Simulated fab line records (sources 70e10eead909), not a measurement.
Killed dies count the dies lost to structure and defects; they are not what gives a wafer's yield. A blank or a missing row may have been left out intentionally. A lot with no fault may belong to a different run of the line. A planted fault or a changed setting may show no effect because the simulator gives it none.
Which tool is to blame?	flow nand-harc	14 lots with 42 wafers sampled at 5 steps, on a route of 1302 steps

== WHAT EACH GAUGE READ, for each wafer ==
NHARC_P_BONDPAD_THK_MEAS_33: measures by ellipsometry.
lot	measured	on	thk-nm (nm)
L578	day 6 20:31	film-metro-01	202.2 199.7 200.4
L580	day 7 07:32	film-metro-01	198.9 200.3 196.7
L582	day 8 09:28	film-metro-02	197.8 197.5 201.3
L583	day 8 14:38	film-metro-02	201.5 200.7 199.4
L585	day 9 10:20	film-metro-01	200.8 201.0 197.3
L586	day 9 22:36	film-metro-02	197.7 198.3 199.5
L588	day 10 22:02	film-metro-01	198.6
L589	day 11 04:48	film-metro-01	199.0
L595	day 13 20:35	film-metro-02	199.8 201.8 199.0
L596	day 14 02:50	film-metro-01	198.8 200.4 198.4
L597	day 14 14:52	film-metro-01	198.9 199.9 200.1
L599	day 15 06:23	film-metro-01	201.4 199.6 200.2
L598	day 15 07:22	film-metro-02	201.6 199.2 200.7
L601	day 16 03:56	film-metro-02	200.9 199.2 201.4

== TOOL THAT RAN EACH LOT (tool first, then ch and the chambers of the sampled wafers, then the start) ==
lot	NHARC_P_M2_ECD_22	NHARC_P_M2_CMP_23	NHARC_P_BONDPAD_DEP_00	NHARC_P_BONDPAD_CMP_32
L578	ecd-cu-02 ch 0,1, day 6 18:07	cmp-02 ch 0,1,3, day 6 18:50	pecvd-03 ch 1,2, day 6 20:16 or earlier	cmp-02 ch 0,1,2, day 6 20:16
L580	ecd-cu-01 ch 0,1, day 7 05:03	cmp-01 ch 2,3, day 7 05:43	pecvd-02 ch 1,2, day 7 06:44	cmp-02 ch 0,1,3, day 7 07:20
L582	ecd-cu-01 ch 0,1, day 8 07:07	cmp-01 ch 0,2, day 8 07:47	pecvd-01 ch 0,1, day 8 08:53	cmp-04 ch 0,2, day 8 09:13
L583	ecd-cu-02 ch 1, day 8 12:08	cmp-02 ch 0,1, day 8 12:53	pecvd-01 ch 1,2, day 8 13:58	cmp-04 ch 2,3, day 8 14:24
L585	ecd-cu-02 ch 0,1, day 9 07:55	cmp-02 ch 1,3, day 9 08:40	pecvd-01 ch 0,1, day 9 09:41	cmp-02 ch 0,2,3, day 9 10:05
L586	ecd-cu-02 ch 0,1, day 9 20:08	cmp-01 ch 0,2, day 9 20:56	pecvd-01 ch 0,2, day 9 21:56	cmp-03 ch 2,3, day 9 22:21
L588	ecd-cu-02 ch 0,1, day 10 19:44	cmp-01 ch 0,1,2, day 10 20:25	pecvd-01 ch 2, day 10 21:34	cmp-02 ch 3, day 10 21:55
L589	ecd-cu-02 ch 0,1, day 11 02:23	cmp-04 ch 0,1, day 11 03:05	pecvd-01 ch 1, day 11 04:22	cmp-03 ch 3, day 11 04:38
L595	ecd-cu-02 ch 1, day 13 18:13	cmp-02 ch 1,2, day 13 18:53	pecvd-01 ch 1,2, day 13 19:55	cmp-02 ch 1,2, day 13 20:21
L596	ecd-cu-02 ch 0,1, day 14 00:26	cmp-01 ch 1,3, day 14 01:09	pecvd-03 ch 0,1,2, day 14 02:11	cmp-03 ch 1,2,3, day 14 02:38
L597	ecd-cu-01 ch 0, day 14 12:22	cmp-01 ch 0,1,3, day 14 13:07	pecvd-02 ch 0,2, day 14 14:09	cmp-03 ch 1,2,3, day 14 14:37
L599	ecd-cu-02 ch 0,1, day 15 04:01	cmp-04 ch 1,3, day 15 04:41	pecvd-01 ch 0,2, day 15 06:08 or earlier	cmp-04 ch 0,1, day 15 06:08
L598	ecd-cu-02 ch 0,1, day 15 04:57	cmp-01 ch 0,1,3, day 15 05:42	pecvd-01 ch 0,2, day 15 07:07 or earlier	cmp-04 ch 0,1,3, day 15 07:07
L601	ecd-cu-02 ch 0,1, day 16 01:38	cmp-02 ch 0,1,2, day 16 02:16	pecvd-02 ch 0,1,2, day 16 03:44 or earlier	cmp-04 ch 0,1,3, day 16 03:44
- NHARC_P_M2_ECD_22: material Cu, target thk 400 nm.
- NHARC_P_M2_CMP_23: polishes, t overpolish 20 s, target thk 144.3 nm.
- NHARC_P_BONDPAD_DEP_00: deposits SiCN, target thk 250 nm.
- NHARC_P_BONDPAD_CMP_32: polishes SiCN, target thk 200 nm.

== AS READ BY THE TOOLS THEMSELVES (means over the sampled wafers that have a number; for cases with no such wafer, the mark the record gives instead) ==
NHARC_P_M2_CMP_23.
lot	tool	motor-current-A (A)	slurry-filter-dp-kPa (kPa)	time-to-endpoint-s (s)
L578	cmp-02	11.1	13.48	27.4
L580	cmp-01	11.2	13.57	28.9
L582	cmp-01	13.7	13.48	28.0
L583	cmp-02	10.0	13.53	28.2
L585	cmp-02	10.4	13.48	24.7
L586	cmp-01	13.7	13.43	29.5
L588	cmp-01	13.3	13.40	17.7
L589	cmp-04	11.4	13.42	20.4
L595	cmp-02	13.0	13.46	32.1
L596	cmp-01	13.3	13.55	29.3
L597	cmp-01	13.4	13.41	30.6
L599	cmp-04	14.0	13.38	27.9
L598	cmp-01	13.4	13.38	31.6
L601	cmp-02	11.5	13.46	30.7

NHARC_P_BONDPAD_DEP_00.
lot	tool	heater-power-outer-w (W)	heater-power-w (W)
L578	pecvd-03	277	497
L580	pecvd-02	295	563
L582	pecvd-01	297	540
L583	pecvd-01	355	627
L585	pecvd-01	340	600
L586	pecvd-01	411	689
L588	pecvd-01	387	658
L589	pecvd-01	355	627
L595	pecvd-01	352	603
L596	pecvd-03	333	563
L597	pecvd-02	334	624
L599	pecvd-01	416	690
L598	pecvd-01	403	680
L601	pecvd-02	310	597

NHARC_P_BONDPAD_CMP_32.
lot	tool	motor-current-A (A)	slurry-filter-dp-kPa (kPa)
L578	cmp-02	11.5	13.46
L580	cmp-02	10.4	13.45
L582	cmp-04	9.8	13.49
L583	cmp-04	11.8	13.45
L585	cmp-02	12.1	13.54
L586	cmp-03	10.3	13.57
L588	cmp-02	11.6	13.48
L589	cmp-03	10.0	13.52
L595	cmp-02	11.3	13.51
L596	cmp-03	10.9	13.43
L597	cmp-03	11.1	13.41
L599	cmp-04	11.6	13.51
L598	cmp-04	12.6	13.42
L601	cmp-04	12.4	13.45

== THE ANSWER, worked out from the rows above alone ==
Rule: the usual values come from the lots themselves. The widest of any qualifying gaps counts: lots, ordered by their means at a reading, are off when they make up no more than a third of the lots, leave a main group of 4 or more, and stand apart from it by 3 or more times the standard deviation of that group's means. If all means in a main group match to the digits the tables above print for the reading, that group is not used. Also off: a lot with no number at a reading for which 4 or more lots have one. Any other lot the step has rows for is counted as sound. After the gauges, taken in route order, come the tools' own readings; for these a lot's mean is taken, as printed above. The first step at which some lot is off is used, and at that step the reading that is off furthest; a lot without a number counts as furthest.
Across all readings shown, no lot is off: no conclusion can be drawn from this.

== WHAT THE SIMULATOR HAD PUT IN ==
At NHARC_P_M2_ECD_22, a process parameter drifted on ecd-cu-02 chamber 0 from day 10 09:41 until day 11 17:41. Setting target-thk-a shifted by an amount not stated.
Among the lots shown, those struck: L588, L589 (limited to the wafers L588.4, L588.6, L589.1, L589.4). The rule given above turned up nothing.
